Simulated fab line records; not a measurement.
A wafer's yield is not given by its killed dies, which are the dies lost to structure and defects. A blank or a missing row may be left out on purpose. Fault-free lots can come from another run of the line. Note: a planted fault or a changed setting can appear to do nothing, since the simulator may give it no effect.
Chamber matching || flow n5 finfet || N5_BEOL_M4_VIA_ETCH_34 on rie diel-05 has 4 sister chambers
The step etches the open film in C4F6/O2, target depth 69.4 nm, time 65.9 s. 14 wafers are shown with their chamber, then 7 later ones without.

EACH WAFER AND ITS CHAMBER
{"wafer": "L077.4", "chamber": 2, "throttle valve pct (%)": 30.77, "drypump motor current A (A)": 5.2, "oes product au (a.u.)": 0.72}
{"wafer": "L077.5", "chamber": 0, "throttle valve pct (%)": 30.61, "drypump motor current A (A)": 5.0, "oes product au (a.u.)": 0.67}
{"wafer": "L077.6", "chamber": 3, "throttle valve pct (%)": 31.11, "drypump motor current A (A)": 5.7, "oes product au (a.u.)": 0.70}
{"wafer": "L080.1", "chamber": 0, "throttle valve pct (%)": 30.61, "drypump motor current A (A)": 5.1, "oes product au (a.u.)": 0.67}
{"wafer": "L080.4", "chamber": 0, "throttle valve pct (%)": 30.61, "drypump motor current A (A)": 5.1, "oes product au (a.u.)": 0.67}
{"wafer": "L080.5", "chamber": 2, "throttle valve pct (%)": 30.77, "drypump motor current A (A)": 5.2, "oes product au (a.u.)": 0.71}
{"wafer": "L078.4", "chamber": 1, "throttle valve pct (%)": 30.44, "drypump motor current A (A)": 6.0, "oes product au (a.u.)": 0.98}
{"wafer": "L078.5", "chamber": 1, "throttle valve pct (%)": 30.43, "drypump motor current A (A)": 6.0, "oes product au (a.u.)": 0.97}
{"wafer": "L078.6", "chamber": 0, "throttle valve pct (%)": 30.60, "drypump motor current A (A)": 5.1, "oes product au (a.u.)": 0.67}
{"wafer": "L083.2", "chamber": 3, "throttle valve pct (%)": 31.17, "drypump motor current A (A)": 5.7, "oes product au (a.u.)": 0.69}
{"wafer": "L083.5", "chamber": 1, "throttle valve pct (%)": 30.46, "drypump motor current A (A)": 6.0, "oes product au (a.u.)": 0.93}
{"wafer": "L083.6", "chamber": 3, "throttle valve pct (%)": 31.14, "drypump motor current A (A)": 5.7, "oes product au (a.u.)": 0.68}
{"wafer": "L086.3", "chamber": 2, "throttle valve pct (%)": 30.80, "drypump motor current A (A)": 5.1, "oes product au (a.u.)": 0.70}
{"wafer": "L086.4", "chamber": 3, "throttle valve pct (%)": 31.17, "drypump motor current A (A)": 5.7, "oes product au (a.u.)": 0.69}

SIGNATURES (means of the wafers above)
{"reading": "throttle valve pct", "chamber 0": 30.6075, "chamber 1": 30.4433, "chamber 2": 30.7800, "chamber 3": 31.1475, "scatter within a chamber": 0.019}
{"reading": "drypump motor current A", "chamber 0": 5.075, "chamber 1": 6.000, "chamber 2": 5.167, "chamber 3": 5.700, "scatter within a chamber": 0.0376}
{"reading": "oes product au", "chamber 0": 0.6700, "chamber 1": 0.9600, "chamber 2": 0.7100, "chamber 3": 0.6900, "scatter within a chamber": 0.0134}
Rule: distance of a wafer from a chamber = root of the sum over the readings of ((wafer's reading minus chamber's mean) / reading's scatter) squared. If the next closest chamber is less than 2 further off than the closest, the wafer can't be placed; otherwise it belongs to the closest. How the scatter is found: for the shown wafers, subtract from each reading the mean of its chamber, square and add these, divide the total by (wafers less chambers), then take the root.

WAFERS WITH NO CHAMBER GIVEN
{"wafer": "L086.5", "throttle valve pct (%)": 31.17, "drypump motor current A (A)": 5.7, "oes product au (a.u.)": 0.68}
{"wafer": "L090.1", "throttle valve pct (%)": 30.48, "drypump motor current A (A)": 6.0, "oes product au (a.u.)": 0.91}
{"wafer": "L090.2", "throttle valve pct (%)": 31.16, "drypump motor current A (A)": 5.8, "oes product au (a.u.)": 0.68}
{"wafer": "L090.6", "throttle valve pct (%)": 30.80, "drypump motor current A (A)": 5.1, "oes product au (a.u.)": 0.69}
{"wafer": "L094.1", "throttle valve pct (%)": 30.41, "drypump motor current A (A)": 5.1, "oes product au (a.u.)": 0.93}
{"wafer": "L094.5", "throttle valve pct (%)": 30.95, "drypump motor current A (A)": 5.8, "oes product au (a.u.)": 1.00}
{"wafer": "L094.6", "throttle valve pct (%)": 30.81, "drypump motor current A (A)": 5.2, "oes product au (a.u.)": 0.69}

WHICH CHAMBER EACH WENT THROUGH
{"wafer": "L086.5", "from the rows above": 3, "in truth": 3}
{"wafer": "L090.1", "from the rows above": 1, "in truth": 1}
{"wafer": "L090.2", "from the rows above": 3, "in truth": 3}
{"wafer": "L090.6", "from the rows above": 2, "in truth": 2}
{"wafer": "L094.1", "from the rows above": 0, "in truth": 0}
{"wafer": "L094.5", "from the rows above": "can't be placed: 3 or 1", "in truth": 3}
{"wafer": "L094.6", "from the rows above": 2, "in truth": 2}
Correctly placed: 6 of 7. From these rows, 1 cannot be placed; in 1 the true chamber is one of the candidates. Wrongly placed: 0.
